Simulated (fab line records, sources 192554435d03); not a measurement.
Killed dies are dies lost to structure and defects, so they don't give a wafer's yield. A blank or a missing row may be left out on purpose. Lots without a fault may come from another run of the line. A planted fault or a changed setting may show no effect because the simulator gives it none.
fab line records | flow n5_finfet | part 2 of 2: steps 5 to 6 of 6
record lots=23 wafers=69 last_day=17
route steps=1938 shown HKMG_FIN@430 GATE_CUT@466
lots that met no fault: from a run of the same line without faults
start_h: hours from the record's first day to the start of the lot's first wafer shown | wait_h: hours since the lot's step before | " the same as in the row above | L1.1+2: a row that stands for several wafers | - no value, or no start given | * or withheld: withheld | < > ~ a bound
route shown NAME@n: a module of which the file shows steps, and the number in the route of the first | usual: mean/standard deviation of fault-free wafers | same: alike in all rows | chamber/n: place in a boat | sites: the reading at each site | _std_site: their standard deviation | _edge_site: outer sites' mean less inner sites' | radius_mm: how far each site lies from the wafer's centre | mask NAME#n: copy n | behind: the tool/chamber that last shaped the wafer | hold: why the lot was held/for how many hours/how that ended | device: the transistor (n, p or np) that didn't switch | end of line: the same wafers' tests at the end of the route | a step without rows: its recipe alone | killed: dies lost to structure and defects at the first sort, not the wafer's yield | map: a wafer's dies, x killed, . not, _ none there
set.NAME: the setting as run; set.NAME@STEP: as run at that earlier step | model.NAME: the simulator's own value behind a step, which no gauge read
steps of the route over a sample of lots; a table a step, a row a wafer
services: from which hour (start_h, from the record's first day; less than 0 if before it) a tool's chamber was out of use, for how many hours, and why
## steps
# step N5_HKMG_FIN_ALD_72
# recipe material=W target_thk_a=20 temp_c=300 pressure_torr=7.5 ald_precursor_family=WF6 ald_co_reactant=B2H6 pulse_time_s=1 purge_time_s=2 co_reactant_purge_time_s=2 co_reactant_pulse_time_s=3 ald_cycles=7
# usual heater_power_outer_w=254/43 heater_power_w=486/55 precursor_pulse_height_rel=0.999/0.019
# columns lot.wafer tool chamber start_h wait_h heater_power_outer_w heater_power_w precursor_pulse_height_rel
L074.1 cvd_w-01 1 76.84 0.2 322 594 0.992
L074.3 " 1 " " 327 598 1.008
L074.5 " 0 " " 263 478 0.990
L075.2 cvd_w-01 0 87.60 0.2 265 486 0.977
L075.4 " 1 " " 326 593 1.017
L075.6 " 0 " " 260 480 1.001
L076.2 cvd_w-01 1 93.69 0.2 333 595 0.976
L076.4 " 1 " " 331 595 0.960
L076.6 " 1 " " 339 592 0.985
L077.1 cvd_w-01 1 98.90 0.2 334 590 1.000
L077.2 " 0 " " 267 459 0.984
L077.6 " 1 " " 336 590 0.986
L079.1 cvd_w-02 0 109.44 0.2 239 453 0.986
L079.2 " 1 " " 215 454 1.003
L079.3 " 1 " " 212 450 1.023
L080.1 cvd_w-01 1 114.54 0.2 334 595 1.006
L080.5 " 1 " " 332 598 0.992
L080.6 " 0 " " 263 474 0.989
L081.1 cvd_w-02 1 123.05 0.2 218 455 1.020
L081.5 " 0 " " 236 455 0.985
L081.6 " 1 " " 211 456 1.011
L082.1 cvd_w-01 0 127.91 0.2 263 482 0.980
L082.3 " 1 " " 338 598 0.993
L082.5 " 0 " " 268 474 1.009
L083.1 cvd_w-02 0 134.34 0.2 236 453 0.987
L083.2 " 1 " " 211 458 1.027
L083.5 " 1 " " 210 459 0.989
L084.1 cvd_w-02 1 138.90 0.2 213 458 0.990
L084.3 " 0 " " 242 454 1.032
L084.4 " 1 " " 204 448 1.000
L085.1 cvd_w-02 1 147.14 0.2 211 452 0.964
L085.2 " 0 " " 238 453 0.990
L085.6 " 1 " " 211 454 0.944
L086.1 cvd_w-02 0 154.88 0.2 237 445 1.032
L086.3 " 1 " " 206 454 0.987
L086.5 " 1 " " 216 460 1.036
L087.1 cvd_w-01 0 157.17 0.2 264 468 0.980
L087.2 " 0 " " 259 485 1.019
L087.3 " 0 " " 262 478 1.010
L088.3 cvd_w-02 0 163.75 0.2 241 453 1.015
L088.5 " 0 " " 241 460 0.998
L088.6 " 1 " " 211 465 1.006
L089.1 cvd_w-02 1 168.76 0.2 213 464 0.967
L089.2 " 0 " " 231 450 1.000
L089.5 " 0 " " 241 449 1.001
L090.2 cvd_w-01 1 173.72 0.2 334 614 1.008
L090.4 " 0 " " 264 482 0.991
L090.6 " 1 " " 340 589 1.000
L091.1 cvd_w-01 0 180.67 0.2 269 481 1.017
L091.2 " 1 " " 340 607 1.038
L091.6 " 1 " " 333 614 1.000
L092.1 cvd_w-02 1 185.32 0.2 213 450 0.997
L092.2 " 0 " " 233 451 1.004
L092.3 " 1 " " 209 459 0.953
L093.1 cvd_w-02 0 196.33 0.2 232 454 1.020
L093.2 " 1 " " 210 455 1.003
L093.3 " 1 " " 213 463 0.996
L094.2 cvd_w-02 1 199.95 0.2 212 469 1.016
L094.3 " 1 " " 210 445 0.994
L094.5 " 0 " " 232 472 1.020
L095.1 cvd_w-02 1 205.62 0.2 215 456 0.995
L095.3 " 0 " " 233 466 0.985
L095.6 " 0 " " 236 440 1.001
L096.2 cvd_w-02 0 213.22 0.2 236 448 1.023
L096.3 " 0 " " 237 449 0.984
L096.6 " 1 " " 211 458 0.989
L097.1 cvd_w-01 0 216.17 0.2 269 494 1.007
L097.3 " 1 " " 336 602 1.000
L097.6 " 0 " " 261 476 1.000
# step N5_GATE_CUT_ETCH_56
# recipe chemistry=Cl2/Ar target=TiN target_depth_a=216 pressure_mtorr=10 icp_w=600 bias_w=60 Cl2_flow_sccm=40 Ar_flow_sccm=60
# usual bias_w=60.03/0.2 drypump_motor_current_A=5.7/0.54 oes_ar_750_au=0.77/0.097 oes_product_au=0.77/0.1 throttle_valve_pct=20.69/0.2
# columns lot.wafer tool chamber start_h wait_h bias_w drypump_motor_current_A oes_ar_750_au oes_product_au rf_hours_counter_h throttle_valve_pct
L074.1 rie_metal-01 1 77.88 0.1 59.79 6.2 0.79 0.78 39 20.46
L074.3 " 0 " " 60.02 5.2 0.83 0.84 - 20.91
L074.5 " 1 " " 60.07 6.2 0.79 0.78 - 20.46
L075.2 rie_metal-03 0 88.80 0.2 60.09 5.8 0.66 0.68 - 20.73
L075.4 " 0 " " 60.09 5.8 0.67 0.68 - 20.72
L075.6 " 0 " " 60.08 5.8 0.67 0.68 - 20.72
L076.2 rie_metal-01 0 94.73 0.1 59.74 5.1 0.82 0.84 32 20.91
L076.4 " 1 " " 60.01 6.2 0.78 0.77 - 20.47
L076.6 " 0 " " 59.80 5.2 0.83 0.85 - 20.91
L077.1 rie_metal-03 0 100.06 0.2 59.85 5.8 0.67 0.69 87 20.70
L077.2 " 0 " " 59.96 5.8 0.67 0.68 - 20.73
L077.6 " 0 " " 59.90 5.8 0.67 0.68 - 20.71
L079.1 rie_metal-02 0 110.59 0.2 60.06 6.6 0.63 0.62 122 20.74
L079.2 " 0 " " 60.02 6.6 0.63 0.61 - 20.72
L079.3 " 0 " " 60.18 6.6 0.63 0.61 - 20.75
L080.1 rie_metal-03 0 115.58 0.1 60.05 5.8 0.66 0.68 88 20.73
L080.5 " 1 " " 60.19 4.9 0.91 0.92 - 20.87
L080.6 " 0 " " 60.31 5.8 0.67 0.68 - 20.72
L081.1 rie_metal-03 1 124.09 0.1 60.07 4.9 0.90 0.92 2 20.86
L081.5 " 1 " " 60.01 4.9 0.90 0.91 - 20.87
L081.6 " 0 " " 60.09 5.8 0.66 0.68 - 20.73
L082.1 rie_metal-03 1 128.95 0.1 59.83 4.8 0.89 0.90 2 20.89
L082.3 " 0 " " 60.23 5.8 0.67 0.68 - 20.75
L082.5 " 0 " " 60.37 5.8 0.66 0.68 - 20.72
L083.1 rie_metal-01 0 135.38 0.1 60.01 5.2 0.81 0.83 36 20.92
L083.2 " 1 " " 60.08 6.2 0.76 0.76 44 20.46
L083.5 " 0 " " 60.05 5.2 0.81 0.83 - 20.92
L084.1 rie_metal-03 1 139.94 0.1 60.19 4.9 0.88 0.89 4 20.88
L084.3 " 1 " " 60.08 4.8 0.87 0.90 - 20.88
L084.4 " 0 " " 60.41 5.8 0.66 0.68 - 20.73
L085.1 rie_metal-01 1 148.17 0.1 60.06 6.2 0.77 0.75 45 20.48
L085.2 " 0 " " 60.01 5.2 0.81 0.82 37 20.93
L085.6 " 0 " " 59.80 5.2 0.82 0.82 - 20.93
L086.1 rie_metal-02 0 155.91 0.1 60.17 6.6 0.62 0.61 125 20.74
L086.3 " 1 " " 60.20 5.5 0.90 0.90 - 20.38
L086.5 " 1 " " 60.14 5.5 0.90 0.90 - 20.39
L087.1 rie_metal-02 0 158.29 0.1 60.00 6.6 0.62 0.61 126 20.74
L087.2 " 1 " " 59.67 5.5 0.90 0.90 7 20.38
L087.3 " 1 " " 60.08 5.5 0.90 0.90 - 20.39
L088.3 rie_metal-01 1 164.80 0.1 60.09 6.2 0.75 0.75 - 20.48
L088.5 " 0 " " 59.94 5.2 0.80 0.82 - 20.94
L088.6 " 1 " " 59.95 6.2 0.77 0.75 - 20.47
L089.1 rie_metal-02 0 169.83 0.1 59.97 6.6 0.62 0.61 127 20.75
L089.2 " 1 " " 60.42 5.5 0.90 0.89 7 20.38
L089.5 " 1 " " 60.26 5.5 0.90 0.90 - 20.38
L090.2 rie_metal-03 0 174.75 0.1 60.04 5.8 0.65 0.67 94 20.74
L090.4 " 0 " " 60.08 5.8 0.65 0.67 - 20.72
L090.6 " 1 " " 60.05 4.9 0.85 0.87 - 20.88
L091.1 rie_metal-03 1 181.76 0.1 60.12 4.9 0.85 0.87 7 20.89
L091.2 " 0 " " 59.81 5.8 0.66 0.67 94 20.77
L091.6 " 0 " " 59.79 5.8 0.65 0.66 - 20.73
L092.1 rie_metal-01 1 186.35 0.1 59.80 6.2 0.75 0.75 49 20.48
L092.2 " 0 " " 59.75 5.2 0.79 0.81 40 20.94
L092.3 " 1 " " 59.57 6.2 0.76 0.74 - 20.48
L093.1 rie_metal-02 1 197.42 0.1 60.27 5.5 0.88 0.88 10 20.38
L093.2 " 0 " " 60.03 6.6 0.62 0.60 129 20.75
L093.3 " 1 " " 60.23 5.5 0.88 0.88 - 20.38
L094.2 rie_metal-03 1 200.99 0.1 60.14 4.9 0.84 0.86 9 20.92
L094.3 " 0 " " 59.81 5.8 0.65 0.66 - 20.78
L094.5 " 1 " " 59.91 4.9 0.84 0.86 - 20.89
L095.1 rie_metal-01 0 206.66 0.1 60.06 5.2 0.80 0.80 43 20.94
L095.3 " 0 " " 60.29 5.2 0.79 0.80 - 20.95
L095.6 " 0 " " 59.84 5.2 0.79 0.80 - 20.94
L096.2 rie_metal-02 1 214.41 0.2 60.22 5.5 0.86 0.87 - 20.39
L096.3 " 1 " " 60.18 5.5 0.87 0.87 - 20.40
L096.6 " 1 " " 60.63 5.5 0.87 0.87 - 20.40
L097.1 rie_metal-02 1 217.33 0.2 59.86 5.5 0.86 0.87 12 20.40
L097.3 " 1 " " 60.28 5.5 0.86 0.87 - 20.40
L097.6 " 1 " " 59.85 5.5 0.86 0.87 - 20.39
## services
# columns tool chamber start_h hours kind
rie_metal-01 0 53.47 7.1 repair
rie_diel-04 0 55.45 12.6 repair
ald_metal-01 3 63.49 4.5 repair
rie_diel-06 1 80.31 8.1 repair
rie_diel-06 0 81.71 7.0 repair
ald_metal-02 0 85.73 13.7 repair
rie_diel-06 3 86.99 2.4 repair
rie_diel-06 2 88.53 27.7 repair
cvd_w-02 - 89.51 1.7 repair
rie_metal-03 - 89.74 0.3 repair
ald_metal-01 - 95.51 3.1 repair
ald_metal-01 2 99.15 24.2 repair
cvd_w-02 1 105.65 3.2 repair
rie_metal-02 1 106.00 6.8 repair
cvd_w-01 - 117.98 0.5 repair
rie_metal-03 - 121.32 1.4 pm
cvd_w-02 - 125.47 6.9 pm
rie_diel-05 3 131.35 - clean
cvd_w-01 1 151.55 11.5 repair
ald_metal-02 2 158.74 5.2 repair
cvd_w-02 1 171.82 5.9 repair
cvd_w-01 1 201.24 14.7 repair
ald_metal-02 0 206.22 49.9 repair
rie_diel-06 0 207.22 4.4 repair
